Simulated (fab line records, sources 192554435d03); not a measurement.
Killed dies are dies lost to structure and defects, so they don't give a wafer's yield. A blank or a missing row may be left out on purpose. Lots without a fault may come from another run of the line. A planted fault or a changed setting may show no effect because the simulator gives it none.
One fault seen from 2 desks | flow n5_finfet | each desk has only its own numbers; what lay behind them comes last

THE TOOL OWNER'S DESK: rie_diel-02
The tool's own readings at N5_BEOL_M6_ETCH_72 (etches underlayer in N2/H2, target depth 6.5 nm, time 5.2 s): means of the sampled wafers that have a number, for each lot that ran on this tool. A lot is out of limits, marked OUT, if its mean lies more than 4 standard deviations from the usual mean; the brackets give that distance.
Columns: A = drypump_motor_current_A at N5_BEOL_M6_ETCH_72, usual 5.7 A; B = etch_rf_on_time_s at N5_BEOL_M6_ETCH_72, usual 5.19 s; C = oes_product_au at N5_BEOL_M6_ETCH_72, usual 0.66 a.u.; D = rf_vpp_V at N5_BEOL_M6_ETCH_72, usual 523.4 V; E = showerhead_plenum_p_Torr at N5_BEOL_M6_ETCH_72, usual 2.52 Torr; F = throttle_valve_pct at N5_BEOL_M6_ETCH_72, usual 17.94 %
lot  | first seen here | A   | B               | C    | D     | E    | F
L350 | day 9 01:56     | 5.4 | 5.26            | 0.60 | 525.9 | 2.59 | 18.30
L354 | day 10 13:37    | 5.7 | 5.14            | 0.68 | 524.3 | 2.56 | 18.16
L353 | day 10 18:59    | 6.1 | 5.08            | 0.62 | 525.4 | 2.60 | 17.96
L355 | day 10 22:37    | 6.0 | 5.18            | 0.68 | 524.8 | 2.59 | 17.97
L356 | day 10 23:01    | 5.7 | 4.53 (-6.0) OUT | 0.75 | 525.5 | 2.56 | 18.17
L358 | day 11 02:35    | 5.8 | 3.00 (-20) OUT  | 0.84 | 526.9 | 2.52 | 18.38
L360 | day 11 10:41    | 5.7 | 4.18 (-9.2) OUT | 0.81 | 526.4 | 2.62 | 17.89
This desk's finding: out of limits on L356, L358, L360; first on L356, day 10 23:01 (etch_rf_on_time_s at N5_BEOL_M6_ETCH_72). In limits: L350, L354, L353, L355.

THE DEFECT DESK
What the inspections along the route counted, lot by lot: means of the sampled wafers that have a number. A lot is out of limits, marked OUT, if its mean lies more than 4 standard deviations from the usual mean; the brackets give that distance.
Columns: A = raw_defect_count at N5_BEOL_M6_INSPECT_30, usual 413
lot  | first seen here | A
L350 | day 9 01:52     | 480
L354 | day 10 13:27    | 302
L353 | day 10 18:54    | 519
L355 | day 10 22:32    | 497
L356 | day 10 22:49    | 285
L358 | day 11 02:31    | 368
L360 | day 11 10:37    | 442
L367 | day 13 07:58    | 413
L368 | day 14 02:35    | 382
L369 | day 14 12:07    | 326
L372 | day 14 18:35    | 315
This desk's finding: nothing out of limits on any of the 11 lots.

PUT TOGETHER
The tool owner's desk could have raised an alarm at day 10 23:01, on L356, L358, L360.
The defect desk saw nothing out of limits.
The defect desk has L356, L358, L360 on record, within its limits.
Of the lots named, all ran N5_BEOL_M6_ETCH_72 on rie_diel-02.

WHAT THE SIMULATOR HAD PUT IN
Process parameter drift: rie_diel-02, from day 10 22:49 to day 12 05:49, at N5_BEOL_M6_ETCH_72. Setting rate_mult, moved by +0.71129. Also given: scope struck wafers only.
Lots struck among those shown: L356, L358, L360.
Hours from the fault's start to each desk's first reading out of limits: the tool owner's desk, 0.
